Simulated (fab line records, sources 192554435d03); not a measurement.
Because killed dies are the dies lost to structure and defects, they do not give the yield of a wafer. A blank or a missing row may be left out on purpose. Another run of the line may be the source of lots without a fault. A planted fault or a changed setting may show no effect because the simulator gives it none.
Split-lot study :: flow n5Finfet :: 21 wafers read across 7 lots, on a route 1938 steps long

## THE SPLIT
At N5_MIM_BOT_ETCH_ETCH_04 (etches SiNx in CF4/O2, target depth 26 nm, time 13 s), the setting timeS was moved away from the recipe's 13 s on 8 of the 21 wafers read, by -22.1% to -6.3%. This setting was run at the recipe's value on the other wafers.

The reading is taken at the split's own step.

## THE READING
etch.depthNm (the simulator's own value, which no gauge read), in nm, at N5_MIM_BOT_ETCH_ETCH_04 (etches SiNx in CF4/O2, target depth 26 nm, time 13 s). No usual value for it is given in the file. Across the 13 wafers here that went through the recipe, the average is 25.66 nm and the standard deviation 0.47 nm.

wafer: L076.1
tool, chamber at the split: rieDiel-06, 3
timeS as run, s: 13
against the recipe: recipe
etch.depthNm, nm: 25.97
against lot-mates on the recipe: -

wafer: L076.2
tool, chamber at the split: rieDiel-06, 0
timeS as run, s: 13
against the recipe: recipe
etch.depthNm, nm: 25.37
against lot-mates on the recipe: -

wafer: L076.5
tool, chamber at the split: rieDiel-06, 1
timeS as run, s: 13
against the recipe: recipe
etch.depthNm, nm: 26.2
against lot-mates on the recipe: -

wafer: L080.3
tool, chamber at the split: rieDiel-01, 3
timeS as run, s: 13
against the recipe: recipe
etch.depthNm, nm: 25.96
against lot-mates on the recipe: -

wafer: L080.5
tool, chamber at the split: rieDiel-01, 0
timeS as run, s: 13
against the recipe: recipe
etch.depthNm, nm: 25.1
against lot-mates on the recipe: -

wafer: L080.6
tool, chamber at the split: rieDiel-01, 1
timeS as run, s: 11.99
against the recipe: -7.8%
etch.depthNm, nm: 24.43
against lot-mates on the recipe: -1.10

wafer: L088.2
tool, chamber at the split: rieDiel-03, 2
timeS as run, s: 13
against the recipe: recipe
etch.depthNm, nm: 26.11
against lot-mates on the recipe: -

wafer: L088.5
tool, chamber at the split: rieDiel-03, 3
timeS as run, s: 13
against the recipe: recipe
etch.depthNm, nm: 25.09
against lot-mates on the recipe: -

wafer: L088.6
tool, chamber at the split: rieDiel-03, 2
timeS as run, s: 13
against the recipe: recipe
etch.depthNm, nm: 26.36
against lot-mates on the recipe: -

wafer: L089.2
tool, chamber at the split: rieDiel-06, 2
timeS as run, s: 13
against the recipe: recipe
etch.depthNm, nm: 25.89
against lot-mates on the recipe: -

wafer: L089.5
tool, chamber at the split: rieDiel-06, 1
timeS as run, s: 13
against the recipe: recipe
etch.depthNm, nm: 25.92
against lot-mates on the recipe: -

wafer: L089.6
tool, chamber at the split: rieDiel-06, 0
timeS as run, s: 13
against the recipe: recipe
etch.depthNm, nm: 24.88
against lot-mates on the recipe: -

wafer: L092.1
tool, chamber at the split: rieDiel-06, 1
timeS as run, s: 12.18
against the recipe: -6.3%
etch.depthNm, nm: 24.18
against lot-mates on the recipe: no lot-mate on the recipe

wafer: L092.3
tool, chamber at the split: rieDiel-06, 0
timeS as run, s: 12.18
against the recipe: -6.3%
etch.depthNm, nm: 23.32
against lot-mates on the recipe: no lot-mate on the recipe

wafer: L092.4
tool, chamber at the split: rieDiel-06, 3
timeS as run, s: 12.18
against the recipe: -6.3%
etch.depthNm, nm: 24.02
against lot-mates on the recipe: no lot-mate on the recipe

wafer: L095.1
tool, chamber at the split: rieDiel-01, 2
timeS as run, s: 13
against the recipe: recipe
etch.depthNm, nm: 25.2
against lot-mates on the recipe: -

wafer: L095.4
tool, chamber at the split: rieDiel-01, 0
timeS as run, s: 11.66
against the recipe: -10.3%
etch.depthNm, nm: 23.01
against lot-mates on the recipe: -2.19

wafer: L095.6
tool, chamber at the split: rieDiel-01, 3
timeS as run, s: 11.66
against the recipe: -10.3%
etch.depthNm, nm: 22.59
against lot-mates on the recipe: -2.61

wafer: L097.2
tool, chamber at the split: rieDiel-06, 2
timeS as run, s: 10.13
against the recipe: -22.1%
etch.depthNm, nm: 20.21
against lot-mates on the recipe: -5.29

wafer: L097.3
tool, chamber at the split: rieDiel-06, 0
timeS as run, s: 13
against the recipe: recipe
etch.depthNm, nm: 25.5
against lot-mates on the recipe: -

wafer: L097.6
tool, chamber at the split: rieDiel-06, 2
timeS as run, s: 10.13
against the recipe: -22.1%
etch.depthNm, nm: 20.15
against lot-mates on the recipe: -5.35

THE FIT
A straight line over all 21 wafers: etch.depthNm changes by +0.251 nm for each +1% of timeS; r = +0.97; the points scatter about the line by 0.47 nm.
The same after taking each lot's own level away (the mean of its wafers on the recipe; 18 wafers): +0.237 nm for each +1%; r = +0.97; scatter 0.43 nm.
Per that fit: largest timeS move, reading shift of 5.2 nm.
Across the lots, their own levels run from 25.200 to 25.853 nm, a range of 1.4 times the standard deviation given above.
The two slopes agree, so the slope changes little with the lot-to-lot level.
Check: for one of the wafers moved furthest among these (-22.1%), held out of the fit, the line's prediction against its lot-mates is -5.13 nm. Against them it came out at -5.29 nm.

## ADDITIONAL SPLITS CARRIED BY THESE WAFERS
Note: prior to the reading, these wafers also went through further splits. Each is held against what the fit with the lots' levels taken away leaves over:
other split on the same wafers: N5_BEOL_M13_TRENCH_ETCH_34 timeS
wafers away from the commonest value: 5
r with etch.depthNm (lot level and that fit taken away): -0.14

other split on the same wafers: N5_BEOL_M14_EXPOSE_25 doseMj
wafers away from the commonest value: 7
r with etch.depthNm (lot level and that fit taken away): +0.22

other split on the same wafers: N5_BEOL_M14_PEB_26 pebTempC
wafers away from the commonest value: 6
r with etch.depthNm (lot level and that fit taken away): -0.08

other split on the same wafers: N5_MIM_BOT_SPUTTER_00 timeS
wafers away from the commonest value: 7
r with etch.depthNm (lot level and that fit taken away): +0.39

## THE FILE'S OWN FIT
etch.depthNm changes by +0.23 nm for each +1% of timeS, r = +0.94.
